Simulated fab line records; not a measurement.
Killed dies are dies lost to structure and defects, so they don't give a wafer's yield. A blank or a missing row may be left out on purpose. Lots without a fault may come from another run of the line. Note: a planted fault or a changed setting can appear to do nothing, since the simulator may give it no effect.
fab line records	flow nand_harc	part 2 of 2: steps 5 to 6 of 6
record: lots: 24	wafers: 72	last_day: 33
route steps=1302 shown A_ONON_D2@557 A_CHANNEL_HOLE_D2@592 A_STAIRCASE@650
lots untouched by any fault: they come from a run of this same line in which no faults occurred
start_h: hours from the record's opening day to when the first of the lot's shown wafers began	wait_h: hours elapsed since this lot's preceding step	" the same as in the row above	L1.1+2: a single row standing in for several wafers	- no value, or no start given	* or withheld: withheld	< > ~ a bound
route shown NAME@n: NAME is a module with steps in the file, n the number in the route of the first one	usual: mean/standard deviation of fault-free wafers	same: alike in all rows	chamber/n: place in a boat	sites: the reading at each site	_std_site: the values' standard deviation	_edge_site: inner sites' mean taken away from outer sites' mean	radius_mm: for every site, how far away it sits from the centre of the wafer	mask NAME#n: copy n	behind: the last tool/chamber to shape the wafer	hold: why the lot went on hold/how many hours it stayed there/how the hold came to an end	device: transistor that didn't switch, given as n, p or np	end of line: the tests these same wafers got at the end of their route	where a step has no rows: the recipe by itself	killed: at the first sort, the dies lost to defects and structure; wafer yield is something else	map: per-die view of a wafer (x killed, . not killed, _ where there is no die)
set.NAME: setting as actually run; set.NAME@STEP: the setting as run at that earlier step	model.NAME: the simulator's own value behind a step, which no gauge read
route steps across a sampled set of lots; one table per step, one row per wafer
services: from which hour (start_h, from the record's first day; less than 0 if before it) a tool's chamber was out of use, for how many hours, and why
== steps ==
step: NHARC_A_STAIRCASE_DESCUM_168
recipe: time_s: 3	o2_flow_sccm: 200	ar_flow_sccm: 0	bias_power_w: 0	chemistry: O2
usual: drypump_motor_current_A: 6.0/0.35	oes_product_au: 0.998/0.0078	rf_vpp_V: 57.8/0.77	showerhead_plenum_p_Torr: 1.91/0.089	throttle_valve_pct: 11.311/0.0082
lot.wafer	tool	chamber	start_h	wait_h	drypump_motor_current_A	oes_product_au	rf_hours_counter_h	rf_vpp_V	showerhead_plenum_p_Torr	throttle_valve_pct
L074.2	rie_diel-03	1	348.17	-	5.6	0.994	21	57.8	1.99	11.307
L074.4	"	3	"	"	6.2	0.983	16	58.6	2.05	11.315
L074.5	"	2	"	"	6.4	0.996	-	57.4	1.84	11.313
L075.3	rie_diel-02	1	348.33	-	5.4	0.984	40	58.5	2.05	11.306
L075.2	"	2	"	"	6.6	0.992	38	57.4	1.98	11.322
L075.6	"	2	"	"	6.6	0.985	-	59.1	1.98	11.308
L076.2	rie_diel-03	0	370.73	-	5.7	0.996	21	57.3	1.87	11.314
L076.3	"	1	"	"	5.6	0.995	28	58.4	1.99	11.299
L076.1	"	2	"	"	6.5	1.006	26	57.5	1.84	11.310
L077.1	rie_diel-08	3	388.67	-	6.0	0.996	1	58.9	2.04	11.308
L077.2	"	0	"	"	6.4	1.000	1	57.0	1.87	11.296
L077.5	"	0	"	"	6.4	0.986	-	57.1	1.87	11.310
L078.4	rie_diel-08	2	388.85	-	6.2	1.008	1	57.8	1.94	11.297
L078.3	"	0	"	"	6.4	0.991	1	58.1	1.87	11.313
L078.6	"	3	"	"	6.0	1.000	-	57.9	2.04	11.306
L079.1	rie_diel-08	1	405.31	-	5.7	1.005	7	56.9	1.86	11.327
L079.4	"	2	"	"	6.2	1.005	10	58.6	1.94	11.312
L079.3	"	3	"	"	6.1	0.999	11	58.4	2.03	11.310
L080.1	rie_diel-08	0	409.29	-	6.4	0.996	9	58.5	1.87	11.319
L080.3	"	1	"	"	5.7	0.998	9	58.9	1.86	11.300
L080.5	"	3	"	"	6.0	1.002	-	58.6	2.03	11.313
L081.3	rie_diel-02	1	430.85	-	5.4	1.002	8	58.4	2.04	11.319
L081.5	"	1	"	"	5.4	0.999	-	57.0	2.04	11.298
L081.6	"	2	"	"	6.6	1.003	-	58.9	1.97	11.315
L083.3	rie_diel-02	1	431.09	-	5.5	1.001	8	57.5	2.04	11.327
L083.4	"	2	"	"	6.6	0.993	10	57.3	1.97	11.300
L083.2	"	0	"	"	5.9	1.000	10	57.4	1.86	11.305
L082.4	rie_diel-02	3	434.30	-	5.8	0.985	12	58.0	1.78	11.321
L082.3	"	2	"	"	6.6	0.991	10	58.4	1.97	11.319
L082.6	"	0	"	"	5.9	0.996	-	59.9	1.86	11.297
L084.1	rie_diel-02	3	459.78	-	5.9	0.995	18	57.3	1.78	11.314
L084.6	"	3	"	"	5.8	0.994	-	57.2	1.78	11.311
L084.5	"	0	"	"	5.9	1.009	-	56.8	1.86	11.313
L086.3	rie_diel-02	0	463.40	-	5.9	0.998	19	57.1	1.86	11.318
L086.6	"	1	"	"	5.5	1.009	-	59.6	2.04	11.314
L086.4	"	0	"	"	5.9	1.011	-	57.5	1.86	11.325
L085.1	rie_diel-02	3	463.51	-	5.9	1.000	21	57.4	1.78	11.296
L085.6	"	1	"	"	5.5	0.994	-	58.9	2.04	11.314
L085.4	"	3	"	"	5.8	0.986	-	59.2	1.78	11.324
L087.4	rie_diel-08	0	472.99	-	6.4	0.996	30	57.6	1.86	11.313
L087.3	"	2	"	"	6.2	1.007	35	57.5	1.93	11.310
L087.6	"	3	"	"	6.0	1.002	-	57.9	2.03	11.303
L089.3	rie_diel-03	1	488.73	-	5.6	0.980	8	58.4	1.97	11.304
L089.5	"	0	"	"	5.7	0.995	-	58.7	1.85	11.318
L089.6	"	1	"	"	5.6	0.980	-	57.6	1.97	11.314
L088.3	rie_diel-08	2	488.89	-	6.2	1.013	41	57.3	1.93	11.310
L088.2	"	0	"	"	6.4	1.004	36	57.6	1.86	11.305
L088.5	"	3	"	"	6.1	0.998	-	57.5	2.02	11.305
L091.2	rie_diel-02	0	509.17	-	5.9	1.008	37	56.9	1.86	11.314
L091.5	"	2	"	"	6.6	0.993	-	57.6	1.97	11.310
L091.6	"	3	"	"	5.8	0.992	-	57.9	1.78	11.316
L090.2	rie_diel-03	2	511.73	-	6.4	1.007	15	57.5	1.82	11.314
L090.5	"	1	"	"	5.6	1.001	-	57.7	1.97	11.304
L090.6	"	2	"	"	6.4	1.002	-	57.1	1.82	11.319
L092.2	rie_diel-02	3	531.73	-	5.8	0.991	38	56.9	1.77	11.296
L092.4	"	1	"	"	5.5	1.003	35	58.3	2.03	11.303
L092.5	"	3	"	"	5.8	0.993	-	57.3	1.77	11.314
L093.2	rie_diel-02	0	537.50	-	5.9	0.996	42	58.3	1.85	11.311
L093.1	"	1	"	"	5.5	1.000	37	59.4	2.03	11.308
L093.5	"	3	"	"	5.8	0.991	-	57.7	1.77	11.333
L095.4	rie_diel-02	3	557.31	-	5.8	0.981	46	57.1	1.77	11.307
L095.6	"	3	"	"	5.9	0.983	-	58.2	1.77	11.302
L095.5	"	0	"	"	5.9	0.999	-	57.4	1.85	11.315
L094.3	rie_diel-08	0	557.59	-	6.4	1.013	1	56.3	1.86	11.315
L094.1	"	2	"	"	6.2	1.005	1	57.9	1.92	11.309
L094.5	"	1	"	"	5.7	1.002	-	58.5	1.85	11.312
L097.3	rie_diel-08	1	571.16	-	5.6	0.995	5	57.0	1.85	11.294
L097.1	"	0	"	"	6.4	1.002	4	56.7	1.86	11.329
L097.5	"	2	"	"	6.2	1.002	-	56.6	1.92	11.308
L096.1	rie_diel-03	2	571.28	-	6.4	0.997	33	58.0	1.82	11.308
L096.4	"	3	"	"	6.2	1.002	38	57.3	2.02	11.315
L096.2	"	1	"	"	5.6	1.004	36	57.1	1.96	11.321
step: NHARC_A_STAIRCASE_DESCUM_11
recipe: time_s: 3	o2_flow_sccm: 200	ar_flow_sccm: 0	bias_power_w: 0	chemistry: O2
usual: drypump_motor_current_A: 6.0/0.34	oes_product_au: 0.999/0.0078	rf_vpp_V: 57.7/0.88	showerhead_plenum_p_Torr: 1.91/0.085	throttle_valve_pct: 11.309/0.0094
lot.wafer	tool	chamber	start_h	wait_h	drypump_motor_current_A	oes_product_au	rf_hours_counter_h	rf_vpp_V	showerhead_plenum_p_Torr	throttle_valve_pct
L074.2	rie_diel-08	0	350.26	-	6.4	0.997	46	56.4	1.87	11.312
L074.4	"	0	"	"	6.4	1.000	-	58.1	1.87	11.309
L074.5	"	3	"	"	6.1	1.003	-	58.2	2.04	11.301
L075.2	rie_diel-03	3	352.98	-	6.2	0.989	21	58.7	2.05	11.304
L075.3	"	0	"	"	5.7	1.004	15	56.3	1.87	11.315
L075.6	"	3	"	"	6.2	0.989	-	59.2	2.05	11.296
L076.1	rie_diel-02	2	372.82	-	6.6	0.989	48	57.9	1.98	11.305
L076.3	"	3	"	"	5.9	0.988	52	58.9	1.79	11.312
L076.2	"	0	"	"	5.9	0.990	56	58.7	1.87	11.308
L077.2	rie_diel-03	1	390.52	-	5.6	0.998	32	57.8	1.99	11.308
L077.1	"	2	"	"	6.4	0.999	32	56.7	1.84	11.325
L077.5	"	1	"	"	5.6	0.997	-	58.5	1.99	11.320
L078.3	rie_diel-03	1	390.97	-	5.6	0.994	33	56.6	1.99	11.309
L078.4	"	0	"	"	5.7	0.987	26	57.4	1.87	11.309
L078.6	"	2	"	"	6.5	0.995	-	57.1	1.84	11.311
L079.4	rie_diel-02	2	407.18	-	6.6	0.999	1	57.2	1.97	11.293
L079.1	"	3	"	"	5.8	1.001	1	57.9	1.79	11.320
L079.3	"	0	"	"	6.0	1.004	0	57.1	1.87	11.319
L080.1	rie_diel-08	2	411.14	-	6.2	1.001	13	58.8	1.94	11.320
L080.3	"	1	"	"	5.7	0.992	10	57.7	1.86	11.300
L080.5	"	2	"	"	6.2	1.002	-	58.3	1.94	11.308
L081.3	rie_diel-03	2	432.67	-	6.5	0.997	51	56.6	1.83	11.317
L081.6	"	2	"	"	6.4	1.012	-	56.6	1.83	11.310
L081.5	"	3	"	"	6.2	1.005	-	57.7	2.04	11.305
L083.2	rie_diel-08	0	433.09	-	6.4	0.993	17	56.4	1.87	11.316
L083.3	"	1	"	"	5.7	0.989	17	58.0	1.86	11.310
L083.4	"	2	"	"	6.2	1.005	20	57.6	1.94	11.332
L082.4	rie_diel-08	2	436.63	-	6.2	1.006	21	56.7	1.94	11.316
L082.3	"	3	"	"	6.0	1.010	23	59.3	2.03	11.303
L082.6	"	1	"	"	5.7	1.006	-	58.0	1.86	11.302
L084.1	rie_diel-02	3	462.25	-	5.8	0.997	20	57.6	1.78	11.308
L084.5	"	3	"	"	5.8	0.991	-	56.3	1.78	11.315
L084.6	"	1	"	"	5.5	1.004	-	57.8	2.04	11.295
L086.3	rie_diel-08	0	465.34	-	6.4	1.001	27	56.6	1.86	11.288
L086.4	"	3	"	"	6.1	0.999	31	58.4	2.03	11.319
L086.6	"	0	"	"	6.4	1.008	-	57.3	1.86	11.313
L085.1	rie_diel-02	3	465.55	-	5.8	0.988	22	57.3	1.78	11.312
L085.4	"	3	"	"	5.8	0.998	-	58.5	1.78	11.325
L085.6	"	0	"	"	6.0	0.998	-	58.6	1.86	11.331
L087.3	rie_diel-02	0	474.89	-	5.9	1.006	25	58.4	1.86	11.289
L087.6	"	3	"	"	5.8	0.982	-	57.9	1.78	11.309
L087.4	"	1	"	"	5.5	1.001	-	58.2	2.04	11.309
L089.3	rie_diel-08	1	490.47	-	5.7	1.006	38	55.7	1.85	11.298
L089.5	"	1	"	"	5.7	1.000	-	56.8	1.85	11.313
L089.6	"	2	"	"	6.2	1.015	-	57.8	1.93	11.320
L088.2	rie_diel-08	0	490.75	-	6.4	0.993	37	56.3	1.86	11.311
L088.3	"	3	"	"	6.1	1.012	41	57.3	2.02	11.303
L088.5	"	0	"	"	6.4	0.999	-	57.5	1.86	11.316
L091.2	rie_diel-08	0	513.52	-	6.4	1.001	43	55.7	1.86	11.313
L091.6	"	2	"	"	6.3	1.011	-	59.7	1.93	11.315
L091.5	"	3	"	"	6.1	1.007	-	58.5	2.02	11.298
L090.2	rie_diel-02	0	513.80	-	5.9	1.008	39	58.5	1.86	11.310
L090.5	"	3	"	"	5.8	0.993	-	56.5	1.78	11.313
L090.6	"	0	"	"	5.9	1.002	-	58.0	1.86	11.331
L092.4	rie_diel-08	3	533.63	-	6.1	0.998	53	58.3	2.02	11.309
L092.2	"	0	"	"	6.4	0.987	47	58.6	1.86	11.302
L092.5	"	3	"	"	6.1	1.004	-	58.0	2.02	11.294
L093.1	rie_diel-08	1	539.25	-	5.7	0.999	50	56.9	1.85	11.320
L093.2	"	3	"	"	6.1	1.006	55	59.1	2.02	11.329
L093.5	"	2	"	"	6.2	1.016	-	56.6	1.93	11.310
L095.4	rie_diel-02	1	559.15	-	5.4	0.995	42	56.8	2.03	11.300
L095.6	"	1	"	"	5.4	0.987	-	59.7	2.03	11.297
L095.5	"	2	"	"	6.6	1.003	-	57.4	1.96	11.307
L094.1	rie_diel-02	1	559.44	-	5.4	1.000	42	59.0	2.03	11.311
L094.3	"	2	"	"	6.6	0.988	33	57.6	1.96	11.315
L094.5	"	3	"	"	5.8	0.991	-	55.7	1.77	11.321
L097.3	rie_diel-08	2	573.10	-	6.2	1.003	6	58.6	1.92	11.312
L097.1	"	0	"	"	6.4	1.003	5	57.3	1.86	11.304
L097.5	"	2	"	"	6.2	1.011	-	57.1	1.92	11.302
L096.1	rie_diel-03	2	573.25	-	6.5	1.002	33	57.0	1.82	11.306
L096.4	"	3	"	"	6.2	1.013	38	58.1	2.02	11.325
L096.2	"	1	"	"	5.6	1.000	37	57.5	1.96	11.308
== services ==
tool	chamber	start_h	hours	kind
rie_diel-02	2	272.19	1.5	repair
rie_diel-03	0	279.80	36.7	repair
rie_diel-03	-	282.06	9.0	pm
rie_diel-08	1	283.86	1.2	repair
rie_diel-02	0	304.79	9.6	repair
rie_diel-02	2	306.82	7.8	repair
rie_diel-03	3	312.32	4.8	repair
rie_diel-02	3	337.15	5.8	repair
rie_diel-08	1	349.31	3.2	repair
rie_diel-02	3	353.28	2.9	repair
rie_diel-08	3	363.40	7.2	repair
rie_diel-08	-	368.69	9.0	pm
rie_diel-02	1	371.08	4.7	repair
rie_diel-03	0	373.60	1.3	repair
har_etch-02	-	377.26	17.0	pm
rie_diel-03	3	389.08	1.6	repair
rie_diel-02	-	393.70	9.0	pm
rie_diel-08	0	396.13	5.1	repair
rie_diel-02	1	440.14	22.0	repair
rie_diel-02	2	446.95	33.0	repair
rie_diel-03	1	453.94	20.0	repair
rie_diel-02	3	477.35	3.9	repair
rie_diel-08	-	545.69	9.0	pm
rie_diel-02	-	570.70	9.0	pm
